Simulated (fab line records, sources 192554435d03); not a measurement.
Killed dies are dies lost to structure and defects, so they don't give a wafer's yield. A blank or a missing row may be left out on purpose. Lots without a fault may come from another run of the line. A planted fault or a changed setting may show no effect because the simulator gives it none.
Chamber matching | flow n5_finfet | N5_BEOL_M7_ETCH_61 on rie_diel-02: 4 sister chambers
The step etches SiARC in CF4, target depth 45.5 nm, time 75.8 s. 8 wafers are shown with their chamber, then 9 later ones without.

WAFERS WITH THEIR CHAMBER
wafer  | chamber | drypump_motor_current_A (A) | showerhead_plenum_p_Torr (Torr)
L077.2 | 1       | 4.8                         | 2.16
L077.6 | 2       | 5.9                         | 2.04
L082.1 | 0       | 5.8                         | 2.09
L082.3 | 1       | 4.8                         | 2.15
L082.6 | 3       | 5.4                         | 2.25
L084.1 | 2       | 5.8                         | 2.04
L084.3 | 0       | 5.8                         | 2.09
L084.5 | 3       | 5.4                         | 2.25

WAFERS WITHOUT THEIR CHAMBER
wafer  | drypump_motor_current_A (A) | showerhead_plenum_p_Torr (Torr)
L086.3 | 4.8                         | 2.15
L086.5 | 5.8                         | 2.09
L086.6 | 4.8                         | 2.15
L093.1 | 5.4                         | 2.24
L093.3 | 4.8                         | 2.15
L093.6 | 5.4                         | 2.24
L097.2 | 5.8                         | 2.08
L097.3 | 5.8                         | 2.28
L097.6 | 4.8                         | 2.14

WHICH CHAMBER EACH WENT THROUGH
wafer  | from the rows above | in truth
L086.3 | 1                   | 1
L086.5 | 0                   | 0
L086.6 | 1                   | 1
L093.1 | 3                   | 3
L093.3 | 1                   | 1
L093.6 | 3                   | 3
L097.2 | 0                   | 0
L097.3 | 3                   | 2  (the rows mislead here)
L097.6 | 1                   | 1
Placed correctly: 8 of 9. Can't be placed from these rows: 0. Placed wrongly: 1.
How it was worked out, from the rows above alone: a wafer's distance from a chamber is the root of the sum, over the readings, of the square of ((its reading less the chamber's mean) divided by the reading's scatter). The wafer belongs to the nearest chamber; if the next one is less than 2 further off, it can't be placed. A chamber's mean is the mean of its shown wafers. The scatter: the root of (the sum of the squares of (reading less its chamber's mean) over the shown wafers, divided by (wafers less chambers)).
